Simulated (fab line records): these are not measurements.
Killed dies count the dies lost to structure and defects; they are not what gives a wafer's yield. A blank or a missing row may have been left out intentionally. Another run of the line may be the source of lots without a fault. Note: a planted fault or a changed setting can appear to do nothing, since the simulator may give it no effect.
Split-lot study + flow n5 finfet + 21 wafers read across 7 lots, on a route 1938 steps long

== THE SPLIT ITSELF ==
At N5_PASSIVATION_ETCH_54 (etches SiO2 in CHF3/O2, target depth 880 nm, time 440 s), the setting time s was moved away from the recipe's 440 s on 7 of the 21 wafers read, by -14.3% to +15.7%. All remaining wafers had this setting at the recipe value.

The reading is taken at the split's own step.

== THE READING ==
etch.depth nm (the simulator's own value, which no gauge read), in nm, at N5_PASSIVATION_ETCH_54 (etches SiO2 in CHF3/O2, target depth 880 nm, time 440 s). The file does not state a usual value for it. Average 870.0 nm, standard deviation 26 nm, over the 14 wafers here run with the recipe.

| wafer  | tool, chamber at the split | time s as run, s | against the recipe | etch.depth nm, nm | against lot-mates on the recipe |
|--------|----------------------------|------------------|--------------------|-------------------|---------------------------------|
| L076.2 | rie diel-05, 0             | 397.1            | -9.7%              | 798.4             | no lot-mate on the recipe       |
| L076.3 | rie diel-05, 2             | 397.1            | -9.7%              | 792.4             | no lot-mate on the recipe       |
| L076.4 | rie diel-05, 1             | 397.1            | -9.7%              | 750.5             | no lot-mate on the recipe       |
| L078.1 | rie diel-05, 0             | 440              | recipe             | 877.9             | -                               |
| L078.2 | rie diel-05, 1             | 440              | recipe             | 824.8             | -                               |
| L078.5 | rie diel-05, 1             | 440              | recipe             | 834.2             | -                               |
| L079.1 | rie diel-01, 3             | 377.1            | -14.3%             | 742.7             | -119.0                          |
| L079.3 | rie diel-01, 0             | 440              | recipe             | 859.6             | -                               |
| L079.5 | rie diel-01, 1             | 440              | recipe             | 863.7             | -                               |
| L080.3 | rie diel-05, 1             | 395.6            | -10.1%             | 746.3             | -111.0                          |
| L080.5 | rie diel-05, 1             | 440              | recipe             | 839.7             | -                               |
| L080.6 | rie diel-05, 0             | 440              | recipe             | 874.9             | -                               |
| L085.2 | rie diel-04, 2             | 440              | recipe             | 883.1             | -                               |
| L085.4 | rie diel-04, 3             | 440              | recipe             | 908.7             | -                               |
| L085.5 | rie diel-04, 3             | 440              | recipe             | 916.6             | -                               |
| L087.1 | rie diel-05, 1             | 509.3            | +15.7%             | 964.9             | +78.7                           |
| L087.2 | rie diel-05, 3             | 440              | recipe             | 886.2             | -                               |
| L087.6 | rie diel-05, 0             | 509.3            | +15.7%             | 1022              | +135.8                          |
| L091.1 | rie diel-04, 0             | 440              | recipe             | 863.3             | -                               |
| L091.2 | rie diel-04, 2             | 440              | recipe             | 855.3             | -                               |
| L091.4 | rie diel-04, 3             | 440              | recipe             | 892.6             | -                               |

FIT RESULTS
A straight line over all 21 wafers: etch.depth nm changes by +8.73 nm for each +1% of time s; r = +0.92; the points scatter about the line by 27 nm.
The same after taking each lot's own level away (the mean of its wafers on the recipe; 18 wafers): +7.76 nm for each +1%; r = +0.94; scatter 20 nm.
The reading moves by 1.2e+02 nm for the largest change in time s, on that fit.
Across the lots, their own levels run from 845.63 to 902.80 nm, a range of 2.2 times the standard deviation given above.
Thus the slope moves with the lot-to-lot level: the two fits are different.
Check: +140 nm against its lot-mates is what the line predicts for one of the wafers moved furthest among these (+15.7%) when that wafer is left out of the fit. Against them it came out at +78.7 nm.

== FURTHER SPLITS ON THESE WAFERS ==
Other splits were also applied to these wafers ahead of the reading. Each is held against what the fit with the lots' levels taken away leaves over:
| other split on the same wafers    | wafers away from the commonest value | r with etch.depth nm (lot level and that fit taken away) |
|-----------------------------------|--------------------------------------|----------------------------------------------------------|
| N5_BEOL_M11_COAT_05 spin rpm      | 10                                   | +0.17                                                    |
| N5_BEOL_M12_TRENCH_ETCH_34 time s | 5                                    | -0.23                                                    |
| N5_BEOL_M12_SPUTTER_45 time s     | 8                                    | -0.15                                                    |
| N5_BEOL_M13_COAT_65 spin rpm      | 9                                    | -0.06                                                    |
| N5_BEOL_M14_SPUTTER_44 power w    | 6                                    | +0.11                                                    |
| N5_BEOL_M15_SPUTTER_43 power w    | 6                                    | +0.12                                                    |
| N5_BEOL_M15_SPUTTER_44 power w    | 10                                   | +0.29                                                    |
| N5_PASSIVATION_PECVD_01 time s    | 8                                    | +0.18                                                    |
| N5_PASSIVATION_EXPOSE_07 dose mj  | 9                                    | -0.35                                                    |

== THE WHOLE CHAIN: every reading that the file lists as answering this split, in the file's order ==
| step                   | what it does                                            | reading                                                                       | change (the file's fit)              | r (the file's) |
|------------------------|---------------------------------------------------------|-------------------------------------------------------------------------------|--------------------------------------|----------------|
| N5_PASSIVATION_ETCH_54 | etches SiO2 in CHF3/O2, target depth 880 nm, time 440 s | PASSIVATION.feature depth nm (the simulator's own value, which no gauge read) | +8.14 nm for each +1% of the setting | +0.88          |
| N5_PASSIVATION_ETCH_54 | etches SiO2 in CHF3/O2, target depth 880 nm, time 440 s | etch.depth nm (the simulator's own value, which no gauge read)                | +8.14 nm for each +1% of the setting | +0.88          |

== THE FILE'S OWN FIT ==
etch.depth nm changes by +8.14 nm for each +1% of time s, r = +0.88.
